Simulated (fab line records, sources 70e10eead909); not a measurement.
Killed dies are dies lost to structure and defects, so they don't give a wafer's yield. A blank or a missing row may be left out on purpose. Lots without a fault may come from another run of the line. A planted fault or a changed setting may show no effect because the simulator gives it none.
Problem report in the 8D (eight disciplines) form, filled by code | flow nand_harc | the parts of the form that need people (team, actions taken, sign-off) are left out

1. THE PROBLEM
heater_power_total_W at NHARC_A_SLIT_SOFTBAKE_04 reads a mean of 193.16 W on 3 wafers of 2 lots; wafers without a fault read 188.44 W with a standard deviation of 0.13. That is +36 standard deviations from the usual mean.
The step: time 55 s.
First seen on wafer L412.5, day 22 02:00, on litho_track-06. The record holds 36 wafers of 12 lots with a number at this step. Rule for "out", or "out of limits": more than 4 standard deviations from the usual mean. The other wafers with a number count as sound.

2. WHAT IT IS AND WHAT IT IS NOT
question                    | is                     | is not
which readings at this step | heater_power_total_W   | -
which lots                  | L412, L413             | L407, L408, L419, L422, L423, L424, L426, L427, L428, L429
which wafers of those lots  | L412.5, L412.6, L413.5 | L412.4, L413.1, L413.4
read on which tools         | litho_track-06         | litho_track-01, litho_track-04
when                        | from day 22 02:00      | up to then (7 sound wafers); but 26 sound wafers of L413, L419, L422, L423, L424, L426, L427, L428, L429 came after

3. SUSPECTS, AND WHAT RULES EACH OUT
Counting: a tool at a process step up to the reading stays a suspect if it ran every lot that is out. Sound lots after the first of them don't rule it out here, since some wafers of a struck lot are sound.
- rie_diel-01 at NHARC_A_SGD_CUT_STRIP_28 (strips in O2, time 20 s): kept. It ran every lot that is out, first L412 (day 22 02:00); its last sound lot up to then is L407 (day 19 19:00). NHARC_A_SGD_CUT_STRIP_28 gives no start for some lots, so the hours and the order of its lots are those of NHARC_A_SLIT_SOFTBAKE_04.
- litho_track-06 at NHARC_A_SLIT_SOFTBAKE_04 (time 55 s): kept. It ran every lot that is out, first L412 (day 22 02:00); its last sound lot up to then is L408 (day 20 04:00). Its own readings are out on those wafers: heater_power_total_W.
Left after counting: rie_diel-01 at NHARC_A_SGD_CUT_STRIP_28, litho_track-06 at NHARC_A_SLIT_SOFTBAKE_04.

4. THE CAUSE (what the simulator had put in)
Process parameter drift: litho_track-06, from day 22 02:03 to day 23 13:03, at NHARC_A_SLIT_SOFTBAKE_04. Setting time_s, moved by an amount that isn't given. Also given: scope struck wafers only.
Counting left 2 suspects, and this tool is among them.

5. THE CHAIN OF EFFECTS, in route order
Each row: a reading whose mean over the struck wafers that have a number lies more than 3 standard deviations from the usual. Only readings for which the record gives a usual standard deviation are gone through. hours: the time from each lot's start at the first step in this table that gives one to its start at this step, as a median over the lots. sigmas: the change in usual standard deviations.
hours | step                     | reading              | usual    | on struck wafers | change | sigmas
0     | NHARC_A_SLIT_SOFTBAKE_04 | heater_power_total_W | 188.44 W | 193.16           | +4.72  | +36
The process steps in it:
- NHARC_A_SLIT_SOFTBAKE_04: time 55 s.

6. WHAT WOULD HAVE CAUGHT IT SOONER
In this record the first reading out of limits was taken at day 22 02:00.
